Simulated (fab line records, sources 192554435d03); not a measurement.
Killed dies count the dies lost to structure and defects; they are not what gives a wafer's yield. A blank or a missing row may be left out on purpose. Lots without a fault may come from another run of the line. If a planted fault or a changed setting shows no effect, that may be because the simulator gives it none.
fab line records ; flow n5-finfet
record lots=7; wafers=21
route steps=1938 shown BEOL_M1@754 BEOL_M2@860 BEOL_M3@959 BEOL_M4@1050 BEOL_M5@1119
start-h: start of the lot's first displayed wafer, in hours after the record's first day ; wait-h: hours since the lot's step before ; " same as the row above ; L1.1+2: a row that stands for several wafers ; - no value, or no start given ; * or withheld: withheld ; < > ~ a bound
route shown NAME@n: NAME is a module with steps in the file, n the number in the route of the first one ; usual: mean/standard deviation of fault-free wafers ; same: alike in all rows ; chamber/n: place in a boat ; sites: the reading at each site ; _std_site: the values' standard deviation ; _edge_site: outer sites' mean less inner sites' ; radius-mm: for every site, how far away it sits from the centre of the wafer ; mask NAME#n: copy n ; behind: the most recent tool/chamber to have shaped the wafer ; hold: the reason the lot was held/the length of the hold in hours/how it ended ; device: which transistor (n, p or np) failed to switch ; end of line: at the end of the route, the tests of the same wafers ; a step given without rows: its recipe and nothing more ; killed: at the first sort, the dies lost to defects and structure; wafer yield is something else ; map: dies across one wafer; x = killed, . = not, _ = none there
set.NAME: setting as actually run; set.NAME@STEP: the setting as run at that earlier step ; model.NAME: the simulator's own value behind a step, which no gauge read
lots with deliberately changed settings; one table per step, one row per wafer
## steps
# step N5_BEOL_M1_HM_DEP_02
# recipe material=TiN; target-thk-a=200; temp-c=25; chamber-pressure-pa=0.49996
lot.wafer;tool;chamber;start-h;wait-h;set.target-thk-a;model.TiN_of_BEOL_M1_HM_DEP_02.thk-nm
L078.2;pvd-sputter-01;-;141.96;1.1;188.7;19
L078.4;pvd-sputter-01;-;141.96;1.1;188.7;18.8
L078.5;pvd-sputter-01;-;141.96;1.1;200;20.2
L080.1;pvd-sputter-03;-;162.22;2.1;200;20
L080.4;pvd-sputter-03;-;162.22;2.1;200;20.2
L080.6;pvd-sputter-03;-;162.22;2.1;211.8;21.4
L083.2;pvd-sputter-03;-;172.98;3.3;181.6;17.8
L083.3;pvd-sputter-03;-;172.98;3.3;181.6;18
L083.6;pvd-sputter-03;-;172.98;3.3;200;19.8
L084.1;pvd-sputter-03;-;179.65;2.3;174.6;17.2
L084.3;pvd-sputter-03;-;179.65;2.3;174.6;17
L084.4;pvd-sputter-03;-;179.65;2.3;200;19.4
L087.3+4;pvd-sputter-03;-;204.42;0.4;220.2;22
L087.6;pvd-sputter-03;-;204.42;0.4;220.2;21.8
L095.1;pvd-sputter-01;-;249.21;1.8;200;20
L095.3;pvd-sputter-01;-;249.21;1.8;200;19.8
L095.6;pvd-sputter-01;-;249.21;1.8;200;20.2
L097.4+6;pvd-sputter-03;-;259.12;3.5;200;19.4
L097.5;pvd-sputter-03;-;259.12;3.5;200;19.6
# step N5_BEOL_M1_COAT_61
# recipe resist=SOC; temp-c=250; time-s=60; spin-rpm=1500; resist-thk-nm=60
# step N5_BEOL_M1_COAT_62
# recipe resist=SiARC; temp-c=220; time-s=60; spin-rpm=1500; resist-thk-nm=12
# step N5_BEOL_M1_STRIP_75
# recipe chemistry=N2/H2; temp-c=40; n2-flow-sccm=200; h2-flow-sccm=200; rf-frequency-hz=6e+07
# step N5_BEOL_M1_STRIP_66
# recipe chemistry=CF4; resist=SiARC; power-w=300; bias-power-w=75; pressure-mtorr=50; cf4-flow-sccm=150; rf-frequency-hz=6e+07
# step N5_BEOL_M1_HM_OPEN_17
# recipe chemistry=Cl2/BCl3; target-depth-a=200; overetch-a=60; target=TiN; mask-material=SOC; ion-energy-ev=150; pressure-mtorr=10; icp-w=1000; bias-w=126; Cl2_flow_sccm=53.25; bcl3-flow-sccm=21.75; Ar_flow_sccm=25
lot.wafer;tool;chamber;start-h;wait-h;set.target-thk-a@BEOL_M1_HM_DEP_02;model.etch.depth-nm
L078.2;rie-metal-01;0;142.85;0.0;188.7;19.05
L078.4;rie-metal-01;0;142.85;0.0;188.7;18.82
L078.5;rie-metal-01;0;142.85;0.0;200;20.22
L080.1;rie-metal-03;1;162.98;0.0;200;20.05
L080.4;rie-metal-03;1;162.98;0.0;200;20.12
L080.6;rie-metal-03;1;162.98;0.0;211.8;21.35
L083.2;rie-metal-03;0;174.36;0.0;181.6;17.9
L083.3;rie-metal-03;1;174.36;0.0;181.6;17.97
L083.6;rie-metal-03;1;174.36;0.0;200;19.85
L084.1;rie-metal-02;0;180.41;0.0;174.6;17.19
L084.3;rie-metal-02;1;180.41;0.0;174.6;17.05
L084.4;rie-metal-02;0;180.41;0.0;200;19.46
L087.3;rie-metal-03;0;205.34;0.1;220.2;21.92
L087.4;rie-metal-03;1;205.34;0.1;220.2;21.93
L087.6;rie-metal-03;1;205.34;0.1;220.2;21.89
L095.1;rie-metal-02;1;250.18;0.0;200;20.03
L095.3;rie-metal-02;0;250.18;0.0;200;19.88
L095.6;rie-metal-02;0;250.18;0.0;200;20.17
L097.4;rie-metal-02;1;260.09;0.1;200;19.38
L097.5;rie-metal-02;0;260.09;0.1;200;19.54
L097.6;rie-metal-02;1;260.09;0.1;200;19.39
# step N5_BEOL_M2_ETCH_64
# recipe chemistry=N2/H2; target=SOC; target-depth-a=750; overetch-a=225; mask-material=SiARC; temp-c=40; time-s=121.9; ion-energy-ev=200; pressure-mtorr=30; source-w=840; bias-w=150; n2-flow-sccm=200; h2-flow-sccm=200
# usual rf-vpp-V=524.6/2.3
lot.wafer;tool;chamber;start-h;wait-h;set.bias-w;rf-vpp-V;model.SiARC_of_BEOL_M2_COAT_62.thk-nm
L078.2;rie-diel-04;1;152.73;0.0;125.9;470.5;7.4
L078.4;rie-diel-04;3;152.73;0.0;150;526.3;6.4
L078.5;rie-diel-04;0;152.73;0.0;150;524.0;6.2
L080.1;rie-diel-04;3;170.36;0.0;150;525.5;6.2
L080.4;rie-diel-04;1;170.36;0.0;123.4;463.7;7.4
L080.6;rie-diel-04;3;170.36;0.0;150;526.1;6.4
L083.2;rie-diel-04;0;187.30;0.0;176.9;580.5;4.8
L083.3;rie-diel-04;3;187.30;0.0;150;527.0;6.4
L083.6;rie-diel-04;2;187.30;0.0;176.9;581.4;5
L084.1;rie-diel-05;1;189.04;0.0;150;521.9;6.2
L084.3;rie-diel-05;2;189.04;0.0;150;527.3;6.4
L084.4;rie-diel-05;0;189.04;0.0;173;570.0;5.2
L087.3;rie-diel-05;0;214.17;0.0;150;522.7;6.2
L087.4;rie-diel-05;0;214.17;0.0;172.6;570.5;5.2
L087.6;rie-diel-05;3;214.17;0.0;172.6;576.6;5.2
L095.1;rie-diel-02;0;260.15;0.0;150;519.5;6.4
L095.3;rie-diel-02;3;260.15;0.0;133;487.4;7.2
L095.6;rie-diel-02;3;260.15;0.0;133;487.3;7.2
L097.4;rie-diel-05;2;273.68;0.0;150;524.0;6.4
L097.5;rie-diel-05;2;273.68;0.0;150;525.6;6.2
L097.6;rie-diel-05;3;273.68;0.0;150;527.6;6.4
# step N5_BEOL_M2_COAT_22
# recipe resist=CAR-EUV; spin-rpm=1500; resist-thk-nm=30
lot.wafer;tool;chamber;start-h;wait-h;set.spin-rpm;model.CAR-EUV_of_BEOL_M2_COAT_22.thk-nm
L078.2;litho-track-05;0;-;-;1500;30
L078.4;litho-track-05;0;-;-;1500;30.2
L078.5;litho-track-05;0;-;-;1426;31
L080.1;litho-track-05;0;-;-;1341;31.8
L080.4+6;litho-track-05;0;-;-;1500;30
L083.2;litho-track-02;0;-;-;1426;30.6
L083.3+6;litho-track-02;0;-;-;1426;30.8
L084.1;litho-track-02;0;-;-;1550;29.4
L084.3;litho-track-02;0;-;-;1500;29.8
L084.4;litho-track-02;0;-;-;1550;29.2
L087.3+6;litho-track-02;0;-;-;1500;29.8
L087.4;litho-track-02;0;-;-;1578;29.2
L095.1;litho-track-02;0;-;-;1335;32
L095.3;litho-track-02;0;-;-;1500;30
L095.6;litho-track-02;0;-;-;1335;31.8
L097.4+5;litho-track-02;0;-;-;1500;30
L097.6;litho-track-02;0;-;-;1500;29.8
# step N5_BEOL_M2_EBR_24
# recipe solvent=PGMEA; ebr-width-mm=1.5
# step N5_BEOL_M2_SOFTBAKE_23
# recipe temp-c=110; time-s=60; resist=CAR-EUV
# step N5_BEOL_M2_EXPOSE_25
# recipe mask-id=V1; na=0.33; source-shape=quasar; sigma-inner=0.2; sigma-outer=0.8; polarization=unpolarized; defocus-nm=5; dose-mj=63
# step N5_BEOL_M2_PEB_26
# recipe peb-temp-c=100; peb-time-s=60; resist=CAR-EUV
# step N5_BEOL_M2_DEVELOP_27
# recipe develop-time-s=30; developer=TMAH; resist=CAR-EUV; rinse-liquid=surfactant-rinse; dry=air-spin; dev-temp-c=23
lot.wafer;tool;chamber;start-h;wait-h;set.spin-rpm@BEOL_M2_COAT_22;model.CAR-EUV_of_BEOL_M2_COAT_22.thk-nm
L078.2+4;litho-track-05;0;-;-;1500;29.6
L078.5;litho-track-05;0;-;-;1426;30.4
L080.1;litho-track-05;0;-;-;1341;31.2
L080.4+6;litho-track-05;0;-;-;1500;29.6
L083.2+3;litho-track-05;0;-;-;1426;30.2
L083.6;litho-track-05;0;-;-;1426;30.4
L084.1+4;litho-track-02;0;-;-;1550;28.8
L084.3;litho-track-02;0;-;-;1500;29.4
L087.3+6;litho-track-05;0;-;-;1500;29.4
L087.4;litho-track-05;0;-;-;1578;28.8
L095.1+6;litho-track-02;0;-;-;1335;31.4
L095.3;litho-track-02;0;-;-;1500;29.6
L097.4+5+6;litho-track-02;0;-;-;1500;29.4
# step N5_BEOL_M2_DESCUM_33
# recipe chemistry=O2; time-s=7; source-power-w=50; bias-power-w=20; pressure-mtorr=20; rf-frequency-hz=2.712e+07; temp-c=40; resist=CAR-EUV; o2-flow-sccm=225
lot.wafer;tool;chamber;start-h;wait-h;set.spin-rpm@BEOL_M2_COAT_22;model.CAR-EUV_of_BEOL_M2_COAT_22.thk-nm
L078.2+4;rie-diel-05;0,1;153.72;0.1;1500;26.2
L078.5;rie-diel-05;0;153.72;0.1;1426;27
L080.1;rie-diel-02;0;171.28;0.1;1341;27.8
L080.4+6;rie-diel-02;2,3;171.28;0.1;1500;26
L083.2+3+6;rie-diel-04;1,3,3;188.30;0.1;1426;26.8
L084.1+4;rie-diel-02;1,0;190.03;0.0;1550;25.4
L084.3;rie-diel-02;3;190.03;0.0;1500;26
L087.3;rie-diel-04;1;215.00;0.0;1500;25.8
L087.4;rie-diel-04;3;215.00;0.0;1578;25.2
L087.6;rie-diel-04;1;215.00;0.0;1500;26
L095.1;rie-diel-02;2;261.10;0.0;1335;28
L095.3;rie-diel-02;1;261.10;0.0;1500;26.2
L095.6;rie-diel-02;2;261.10;0.0;1335;27.8
L097.4+5+6;rie-diel-04;3,1,2;274.64;0.0;1500;26
# step N5_BEOL_M3_COAT_76
# recipe resist=underlayer; temp-c=205; time-s=60; spin-rpm=1500; resist-thk-nm=5
lot.wafer;tool;chamber;start-h;wait-h;set.spin-rpm
L078.2+4+5;litho-track-01;0;-;-;1500
L080.1+6;litho-track-04;0;-;-;1608
L080.4;litho-track-04;0;-;-;1500
L083.2+6;litho-track-05;0;-;-;1579
L083.3;litho-track-05;0;-;-;1500
L084.1+3;litho-track-05;0;-;-;1500
L084.4;litho-track-05;0;-;-;1631
L087.3+6;litho-track-05;0;-;-;1500
L087.4;litho-track-05;0;-;-;1621
L095.1;litho-track-05;0;-;-;1342
L095.3+6;litho-track-05;0;-;-;1500
L097.4+5+6;litho-track-01;0;-;-;1500
# step N5_BEOL_M3_COAT_22
# recipe resist=CAR-EUV; spin-rpm=1500; resist-thk-nm=30
# step N5_BEOL_M3_EBR_24
# recipe solvent=PGMEA; ebr-width-mm=1.5
# step N5_BEOL_M3_DESCUM_33
# recipe chemistry=O2; time-s=7; source-power-w=50; bias-power-w=20; pressure-mtorr=20; rf-frequency-hz=2.712e+07; temp-c=40; resist=CAR-EUV; o2-flow-sccm=225
# step N5_BEOL_M3_ETCH_77
# recipe chemistry=N2/H2; target=underlayer; target-depth-a=65; mask-material=CAR-EUV; time-s=5.2; ion-energy-ev=200; pressure-mtorr=30; source-w=840; bias-w=150; n2-flow-sccm=200; h2-flow-sccm=200; ends=cleared
lot.wafer;tool;chamber;start-h;wait-h;set.spin-rpm@BEOL_M3_COAT_76;model.etch.depth-nm
L078.2+4;rie-diel-06;0,1;166.60;0.0;1500;5.006
L078.5;rie-diel-06;0;166.60;0.0;1500;5.022
L080.1;rie-diel-03;3;181.61;0.0;1608;4.847
L080.4;rie-diel-03;1;181.61;0.0;1500;5.016
L080.6;rie-diel-03;3;181.61;0.0;1608;4.862
L083.2;rie-diel-06;2;196.54;0.0;1579;4.853
L083.3;rie-diel-06;3;196.54;0.0;1500;4.99
L083.6;rie-diel-06;2;196.54;0.0;1579;4.867
L084.1;rie-diel-06;3;198.50;0.0;1500;5.008
L084.3;rie-diel-06;1;198.50;0.0;1500;5.002
L084.4;rie-diel-06;2;198.50;0.0;1631;4.802
L087.3;rie-diel-03;0;229.04;0.0;1500;5.016
L087.4;rie-diel-03;3;229.04;0.0;1621;4.817
L087.6;rie-diel-03;0;229.04;0.0;1500;5.022
L095.1;rie-diel-01;3;272.35;0.0;1342;5.291
L095.3;rie-diel-01;0;272.35;0.0;1500;4.993
L095.6;rie-diel-01;3;272.35;0.0;1500;4.985
L097.4;rie-diel-06;2;291.58;0.0;1500;5.009
L097.5;rie-diel-06;3;291.58;0.0;1500;5.01
L097.6;rie-diel-06;0;291.58;0.0;1500;5.001
# step N5_BEOL_M4_COAT_22
# recipe resist=CAR-EUV; spin-rpm=1500; resist-thk-nm=30
lot.wafer;tool;chamber;start-h;wait-h;set.spin-rpm;model.CAR-EUV_of_BEOL_M4_COAT_22.thk-nm
L078.2;litho-track-02;0;-;-;1372;31.2
L078.4;litho-track-02;0;-;-;1372;31.4
L078.5;litho-track-02;0;-;-;1500;30
L080.1;litho-track-02;0;-;-;1500;30
L080.4+6;litho-track-02;0;-;-;1591;29
L084.1;litho-track-02;0;-;-;1500;29.8
L084.3;litho-track-02;0;-;-;1548;29.4
L084.4;litho-track-02;0;-;-;1500;30
L083.2+3+6;litho-track-03;0;-;-;1500;30.2
L087.3;litho-track-03;0;-;-;1500;30
L087.4+6;litho-track-03;0;-;-;1652;28.6
L095.1+3;litho-track-01;0;-;-;1500;30.2
L095.6;litho-track-01;0;-;-;1601;29.2
L097.4+6;litho-track-02;0;-;-;1500;30
L097.5;litho-track-02;0;-;-;1500;30.2
# step N5_BEOL_M4_EBR_24
# recipe solvent=PGMEA; ebr-width-mm=1.5
# step N5_BEOL_M4_SOFTBAKE_23
# recipe temp-c=110; time-s=60; resist=CAR-EUV
# step N5_BEOL_M4_EXPOSE_25
# recipe mask-id=V3; na=0.33; source-shape=quasar; sigma-inner=0.2; sigma-outer=0.8; polarization=unpolarized; defocus-nm=5; dose-mj=63
# step N5_BEOL_M4_PEB_26
# recipe peb-temp-c=100; peb-time-s=60; resist=CAR-EUV
# step N5_BEOL_M4_DEVELOP_27
# recipe develop-time-s=30; developer=TMAH; resist=CAR-EUV; rinse-liquid=surfactant-rinse; dry=air-spin; dev-temp-c=23
lot.wafer;tool;chamber;start-h;wait-h;set.spin-rpm@BEOL_M4_COAT_22;model.CAR-EUV_of_BEOL_M4_COAT_22.thk-nm
L078.2+4;litho-track-01;0;-;-;1372;30.8
L078.5;litho-track-01;0;-;-;1500;29.6
L080.1;litho-track-02;0;-;-;1500;29.4
L080.4+6;litho-track-02;0;-;-;1591;28.6
L084.1+4;litho-track-02;0;-;-;1500;29.4
L084.3;litho-track-02;0;-;-;1548;29
L083.2+6;litho-track-03;0;-;-;1500;29.6
L083.3;litho-track-03;0;-;-;1500;29.8
L087.3;litho-track-02;0;-;-;1500;29.6
L087.4+6;litho-track-02;0;-;-;1652;28.2
L095.1;litho-track-03;0;-;-;1500;29.6
L095.3;litho-track-03;0;-;-;1500;29.8
L095.6;litho-track-03;0;-;-;1601;28.8
L097.4+5+6;litho-track-02;0;-;-;1500;29.6
# step N5_BEOL_M4_DESCUM_33
# recipe chemistry=O2; time-s=7; source-power-w=50; bias-power-w=20; pressure-mtorr=20; rf-frequency-hz=2.712e+07; temp-c=40; resist=CAR-EUV; o2-flow-sccm=225
lot.wafer;tool;chamber;start-h;wait-h;set.time-s;set.spin-rpm@BEOL_M4_COAT_22;model.CAR-EUV_of_BEOL_M4_COAT_22.thk-nm
L078.2+4;rie-diel-04;3;175.73;0.3;7;1372;27.4
L078.5;rie-diel-04;1;175.73;0.3;7;1500;26.2
L080.1;rie-diel-05;3;190.60;0.0;7;1500;26
L080.4+6;rie-diel-05;2,1;190.60;0.0;8.317;1591;24.4
L084.1;rie-diel-05;3;208.94;0.2;8.491;1500;25.2
L084.3;rie-diel-05;1;208.94;0.2;8.491;1548;24.8
L084.4;rie-diel-05;0;208.94;0.2;7;1500;26
L083.2;rie-diel-04;3;209.02;0.1;7;1500;26.2
L083.3;rie-diel-04;0;209.02;0.1;7;1500;26.4
L083.6;rie-diel-04;2;209.02;0.1;7.61;1500;25.8
L087.3;rie-diel-04;2;242.75;0.3;7;1500;26.2
L087.4;rie-diel-04;1;242.75;0.3;5.473;1652;25.4
L087.6;rie-diel-04;3;242.75;0.3;7;1652;24.6
L095.1;rie-diel-05;0;281.14;0.1;6.138;1500;26.6
L095.3;rie-diel-05;3;281.14;0.1;7;1500;26.2
L095.6;rie-diel-05;2;281.14;0.1;6.138;1601;25.6
L097.4+5+6;rie-diel-04;0,2,1;305.94;0.0;7;1500;26.2
# step N5_BEOL_M4_ETCH_77
# recipe chemistry=N2/H2; target=underlayer; target-depth-a=65; mask-material=CAR-EUV; time-s=5.2; ion-energy-ev=200; pressure-mtorr=30; source-w=840; bias-w=150; n2-flow-sccm=200; h2-flow-sccm=200; ends=cleared
lot.wafer;tool;chamber;start-h;wait-h;set.spin-rpm@BEOL_M4_COAT_22;set.time-s@BEOL_M4_DESCUM_33;model.CAR-EUV_of_BEOL_M4_COAT_22.thk-nm
L078.2+4;rie-diel-04;3;175.77;0.0;1372;7;21.6
L078.5;rie-diel-04;1;175.77;0.0;1500;7;20.4
L080.1;rie-diel-05;3;190.63;0.0;1500;7;20.2
L080.4+6;rie-diel-05;2,1;190.63;0.0;1591;8.317;18.6
L084.1;rie-diel-05;3;208.98;0.0;1500;8.491;19.4
L084.3;rie-diel-05;1;208.98;0.0;1548;8.491;19
L084.4;rie-diel-05;0;208.98;0.0;1500;7;20.2
L083.2;rie-diel-04;3;209.05;0.0;1500;7;20.4
L083.3;rie-diel-04;0;209.05;0.0;1500;7;20.6
L083.6;rie-diel-04;2;209.05;0.0;1500;7.61;20.2
L087.3;rie-diel-04;2;242.79;0.0;1500;7;20.4
L087.4;rie-diel-04;1;242.79;0.0;1652;5.473;19.6
L087.6;rie-diel-04;3;242.79;0.0;1652;7;19
L095.1;rie-diel-05;0;281.17;0.0;1500;6.138;20.8
L095.3;rie-diel-05;3;281.17;0.0;1500;7;20.4
L095.6;rie-diel-05;2;281.17;0.0;1601;6.138;20
L097.4+5+6;rie-diel-04;0,2,1;305.96;0.0;1500;7;20.4
# step N5_BEOL_M4_ETCH_69
# recipe chemistry=CF4; target=SiARC; target-depth-a=156; mask-material=CAR-EUV; time-s=26; ion-energy-ev=80; pressure-mtorr=40; source-w=545; bias-w=36; Ar_flow_sccm=100; cf4-flow-sccm=100; ends=cleared
lot.wafer;tool;chamber;start-h;wait-h;set.spin-rpm@BEOL_M4_COAT_22;set.time-s@BEOL_M4_DESCUM_33;model.CAR-EUV_of_BEOL_M4_COAT_22.thk-nm
L078.2;rie-diel-04;3;175.78;0.0;1372;7;12.4
L078.4;rie-diel-04;3;175.78;0.0;1372;7;12.6
L078.5;rie-diel-04;1;175.78;0.0;1500;7;11.2
L080.1;rie-diel-05;3;190.65;0.0;1500;7;11
L080.4+6;rie-diel-05;2,1;190.65;0.0;1591;8.317;9.4
L084.1;rie-diel-05;3;208.99;0.0;1500;8.491;10.2
L084.3;rie-diel-05;1;208.99;0.0;1548;8.491;9.8
L084.4;rie-diel-05;0;208.99;0.0;1500;7;11
L083.2;rie-diel-04;3;209.07;0.0;1500;7;11.2
L083.3;rie-diel-04;0;209.07;0.0;1500;7;11.4
L083.6;rie-diel-04;2;209.07;0.0;1500;7.61;11
L087.3;rie-diel-04;2;242.80;0.0;1500;7;11.2
L087.4;rie-diel-04;1;242.80;0.0;1652;5.473;10.4
L087.6;rie-diel-04;3;242.80;0.0;1652;7;9.8
L095.1;rie-diel-05;0;281.19;0.0;1500;6.138;11.6
L095.3;rie-diel-05;3;281.19;0.0;1500;7;11.2
L095.6;rie-diel-05;2;281.19;0.0;1601;6.138;10.8
L097.4+5+6;rie-diel-04;0,2,1;306.00;0.0;1500;7;11.2
# step N5_BEOL_M4_ALD_98
# recipe material=SiO2; target-thk-a=25; temp-c=100; ald-precursor-family=BDEAS; ald-co-reactant=O2-plasma; pulse-time-s=1; co-reactant-pulse-time-s=1; purge-time-s=2; co-reactant-purge-time-s=2; ald-cycles=17; pressure-torr=2
# step N5_BEOL_M4_ETCHBACK_99
# recipe chemistry=CHF3; target=SiO2; target-depth-a=50; time-s=10.4; source-w=215; bias-w=47; Ar_flow_sccm=200; CHF3_flow_sccm=12; ion-energy-ev=100; pressure-mtorr=30
lot.wafer;tool;chamber;start-h;wait-h;set.spin-rpm@BEOL_M4_COAT_22;set.time-s@BEOL_M4_DESCUM_33;model.CAR-EUV_of_BEOL_M4_COAT_22.thk-nm
L078.2+4;rie-diel-02;0,1;181.68;5.8;1372;7;11.8
L078.5;rie-diel-02;0;181.68;5.8;1500;7;10.6
L080.1;rie-diel-05;1;195.43;3.7;1500;7;10.2
L080.4;rie-diel-05;2;195.43;3.7;1591;8.317;8.8
L080.6;rie-diel-05;0;195.43;3.7;1591;8.317;8.6
L084.1;rie-diel-04;3;212.94;3.2;1500;8.491;9.6
L084.3;rie-diel-04;2;212.94;3.2;1548;8.491;9
L084.4;rie-diel-04;2;212.94;3.2;1500;7;10.4
L083.2;rie-diel-02;1;213.21;3.4;1500;7;10.4
L083.3;rie-diel-02;2;213.21;3.4;1500;7;10.6
L083.6;rie-diel-02;0;213.21;3.4;1500;7.61;10.2
L087.3;rie-diel-02;0;245.28;2.0;1500;7;10.4
L087.4;rie-diel-02;3;245.28;2.0;1652;5.473;9.8
L087.6;rie-diel-02;3;245.28;2.0;1652;7;9
L095.1;rie-diel-02;2;297.92;15.9;1500;6.138;11
L095.3;rie-diel-02;1;297.92;15.9;1500;7;10.6
L095.6;rie-diel-02;0;297.92;15.9;1601;6.138;10
L097.4+5+6;rie-diel-02;3,2,1;308.55;2.4;1500;7;10.4
# step N5_BEOL_M5_COAT_71
# recipe resist=underlayer; temp-c=205; time-s=60; spin-rpm=1500; resist-thk-nm=5
lot.wafer;tool;chamber;start-h;wait-h;set.spin-rpm
L078.2+4+5;litho-track-04;0;-;-;1500
L080.1+6;litho-track-02;0;-;-;1500
L080.4;litho-track-02;0;-;-;1408
L084.1+3+4;litho-track-02;0;-;-;1500
L083.2+6;litho-track-04;0;-;-;1616
L083.3;litho-track-04;0;-;-;1500
L087.3+4;litho-track-05;0;-;-;1575
L087.6;litho-track-05;0;-;-;1500
L095.1+3;litho-track-05;0;-;-;1500
L095.6;litho-track-05;0;-;-;1338
L097.4+5+6;litho-track-04;0;-;-;1500
# step N5_BEOL_M5_ETCH_72
# recipe chemistry=N2/H2; target=underlayer; target-depth-a=65; mask-material=CAR-EUV; time-s=5.2; ion-energy-ev=200; pressure-mtorr=30; source-w=840; bias-w=150; n2-flow-sccm=200; h2-flow-sccm=200; ends=cleared
# usual rf-vpp-V=524.1/2.5
lot.wafer;tool;chamber;start-h;wait-h;set.bias-w;set.spin-rpm@BEOL_M5_COAT_71;rf-vpp-V;model.etch.depth-nm
L078.2;rie-diel-03;2;189.21;0.0;150;1500;521.8;5.005
L078.4;rie-diel-03;1;189.21;0.0;170.3;1500;568.5;5.013
L078.5;rie-diel-03;2;189.21;0.0;170.3;1500;564.3;4.999
L080.1;rie-diel-06;0;205.01;0.0;150;1500;521.1;5.007
L080.4;rie-diel-06;2;205.01;0.0;150;1408;521.7;5.158
L080.6;rie-diel-06;0;205.01;0.0;150;1500;522.6;5.006
L084.1;rie-diel-03;1;220.32;0.0;150;1500;527.3;5.006
L084.3;rie-diel-03;0;220.32;0.0;166.2;1500;561.3;5.003
L084.4;rie-diel-03;0;220.32;0.0;166.2;1500;562.6;5.017
L083.2;rie-diel-06;1;223.77;0.0;150;1616;522.3;4.828
L083.3;rie-diel-06;2;223.77;0.0;150;1500;520.7;5.012
L083.6;rie-diel-06;3;223.77;0.0;166.9;1616;565.3;4.821
L087.3;rie-diel-01;2;251.96;0.0;150;1575;524.2;4.879
L087.4;rie-diel-01;2;251.96;0.0;150;1575;523.7;4.887
L087.6;rie-diel-01;1;251.96;0.0;150;1500;525.0;5.018
L095.1;rie-diel-03;1;305.12;0.0;150;1500;525.3;4.999
L095.3;rie-diel-03;0;305.12;0.0;150;1500;525.9;4.988
L095.6;rie-diel-03;2;305.12;0.0;150;1338;524.6;5.296
L097.4;rie-diel-01;2;316.83;0.0;150;1500;524.9;4.997
L097.5;rie-diel-01;1;316.83;0.0;150;1500;524.0;5.003
L097.6;rie-diel-01;0;316.83;0.0;150;1500;524.5;5.01
## key
split step=N5_BEOL_M1_HM_DEP_02; setting=target-thk-a; stated=200; by=wafer
response step=N5_BEOL_M1_HM_DEP_02; reading=model.TiN_of_BEOL_M1_HM_DEP_02.thk-nm; change=+0.197; per=1%; r=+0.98
response step=N5_BEOL_M1_HM_OPEN_17; reading=model.etch.depth-nm; change=+0.199; per=1%; r=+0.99
split step=N5_BEOL_M2_ETCH_64; setting=bias-w; stated=150; by=wafer
response step=N5_BEOL_M2_ETCH_64; reading=rf-vpp-V; change=+3.22; per=1%; r=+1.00
response step=N5_BEOL_M2_ETCH_64; reading=model.SiARC_of_BEOL_M2_COAT_62.thk-nm; change=-0.0708; per=1%; r=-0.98
split step=N5_BEOL_M2_COAT_22; setting=spin-rpm; stated=1500; by=wafer
response step=N5_BEOL_M2_COAT_22; reading=model.CAR-EUV_of_BEOL_M2_COAT_22.thk-nm; change=-0.166; per=1%; r=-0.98
response step=N5_BEOL_M2_DEVELOP_27; reading=model.CAR-EUV_of_BEOL_M2_COAT_22.thk-nm; change=-0.155; per=1%; r=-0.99
response step=N5_BEOL_M2_DESCUM_33; reading=model.CAR-EUV_of_BEOL_M2_COAT_22.thk-nm; change=-0.16; per=1%; r=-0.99
split step=N5_BEOL_M3_COAT_76; setting=spin-rpm; stated=1500; by=wafer
response step=N5_BEOL_M3_ETCH_77; reading=model.etch.depth-nm; change=-0.0254; per=1%; r=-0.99
split step=N5_BEOL_M4_COAT_22; setting=spin-rpm; stated=1500; by=wafer
response step=N5_BEOL_M4_COAT_22; reading=model.CAR-EUV_of_BEOL_M4_COAT_22.thk-nm; change=-0.148; per=1%; r=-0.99
response step=N5_BEOL_M4_DEVELOP_27; reading=model.CAR-EUV_of_BEOL_M4_COAT_22.thk-nm; change=-0.137; per=1%; r=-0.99
response step=N5_BEOL_M4_DESCUM_33; reading=model.CAR-EUV_of_BEOL_M4_COAT_22.thk-nm; slope=-0.15; per=1%; together-with=time-s@BEOL_M4_DESCUM_33; explained=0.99
response step=N5_BEOL_M4_ETCH_77; reading=model.CAR-EUV_of_BEOL_M4_COAT_22.thk-nm; slope=-0.141; per=1%; together-with=time-s@BEOL_M4_DESCUM_33; explained=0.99
response step=N5_BEOL_M4_ETCH_69; reading=model.CAR-EUV_of_BEOL_M4_COAT_22.thk-nm; slope=-0.144; per=1%; together-with=time-s@BEOL_M4_DESCUM_33; explained=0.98
response step=N5_BEOL_M4_ETCHBACK_99; reading=model.CAR-EUV_of_BEOL_M4_COAT_22.thk-nm; slope=-0.143; per=1%; together-with=time-s@BEOL_M4_DESCUM_33; explained=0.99
split step=N5_BEOL_M4_DESCUM_33; setting=time-s; stated=7; by=wafer
response step=N5_BEOL_M4_DESCUM_33; reading=model.CAR-EUV_of_BEOL_M4_COAT_22.thk-nm; slope=-0.0365; per=1%; together-with=spin-rpm@BEOL_M4_COAT_22; explained=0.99
response step=N5_BEOL_M4_ETCH_77; reading=model.CAR-EUV_of_BEOL_M4_COAT_22.thk-nm; slope=-0.0347; per=1%; together-with=spin-rpm@BEOL_M4_COAT_22; explained=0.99
response step=N5_BEOL_M4_ETCH_69; reading=model.CAR-EUV_of_BEOL_M4_COAT_22.thk-nm; slope=-0.0347; per=1%; together-with=spin-rpm@BEOL_M4_COAT_22; explained=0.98
response step=N5_BEOL_M4_ETCHBACK_99; reading=model.CAR-EUV_of_BEOL_M4_COAT_22.thk-nm; slope=-0.0369; per=1%; together-with=spin-rpm@BEOL_M4_COAT_22; explained=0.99
split step=N5_BEOL_M5_COAT_71; setting=spin-rpm; stated=1500; by=wafer
response step=N5_BEOL_M5_ETCH_72; reading=model.etch.depth-nm; change=-0.0264; per=1%; r=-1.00
split step=N5_BEOL_M5_ETCH_72; setting=bias-w; stated=150; by=wafer
response step=N5_BEOL_M5_ETCH_72; reading=rf-vpp-V; change=+3.45; per=1%; r=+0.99
